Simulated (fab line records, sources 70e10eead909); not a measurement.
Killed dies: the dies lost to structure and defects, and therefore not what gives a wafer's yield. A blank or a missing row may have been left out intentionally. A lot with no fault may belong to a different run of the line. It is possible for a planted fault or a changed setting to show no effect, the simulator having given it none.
Chamber matching -- flow nand_harc -- NHARC_A_STAIRCASE_DEP_301 on pecvd-02: 3 sister chambers
The step deposits SiON, target thk 30 nm. 18 wafers are shown with their chamber, then 9 later ones without.

## WAFERS PAIRED WITH THEIR CHAMBERS
wafer,chamber,showerhead_vpp_V (V),heater_power_w (W)
L076.1,0,1295,875
L076.5,1,1076,826
L076.6,0,1296,866
L074.2,0,1277,894
L074.3,1,1085,750
L074.4,2,1022,667
L075.3,1,1067,785
L075.4,1,1068,799
L075.6,2,1034,752
L078.1,2,1035,774
L078.2,1,1063,709
L078.4,2,1023,732
L077.1,2,1021,736
L077.5,1,1068,708
L077.6,2,1031,738
L081.1,2,1023,773
L081.2,0,1281,859
L081.6,2,1025,781

SIGNATURES, as means of the wafers listed above
reading,chamber 0,chamber 1,chamber 2,scatter within a chamber
showerhead_vpp_V,1287.25,1071.17,1026.75,7.42
heater_power_w,873.50,762.83,744.12,38.2
Rule: for a wafer and a chamber, the distance is found by dividing, reading by reading, the gap between the wafer's reading and the chamber's mean by the reading's scatter, squaring, summing and taking the root. If the next closest chamber is less than 2 further off than the closest, the wafer can't be placed; otherwise it belongs to the closest. The scatter is the square root of a quotient: the sum, over the shown wafers, of each reading's squared deviation from its chamber's mean, divided by wafers minus chambers.

## WAFERS WITHOUT THEIR CHAMBER
wafer,showerhead_vpp_V (V),heater_power_w (W)
L086.1,1084,837
L086.5,1289,919
L086.6,1023,731
L093.1,1015,719
L093.3,1095,850
L093.4,1062,853
L095.1,1080,811
L095.2,1314,792
L095.4,1025,714

## WHICH CHAMBER EACH ONE RAN IN
wafer,from the rows above,in truth
L086.1,1,1
L086.5,0,0
L086.6,2,2
L093.1,2,2
L093.3,1,1
L093.4,1,1
L095.1,1,1
L095.2,0,0
L095.4,2,2
Correct placement for 9 of the 9. Left unplaced by these rows: 0. Number placed wrongly: 0.
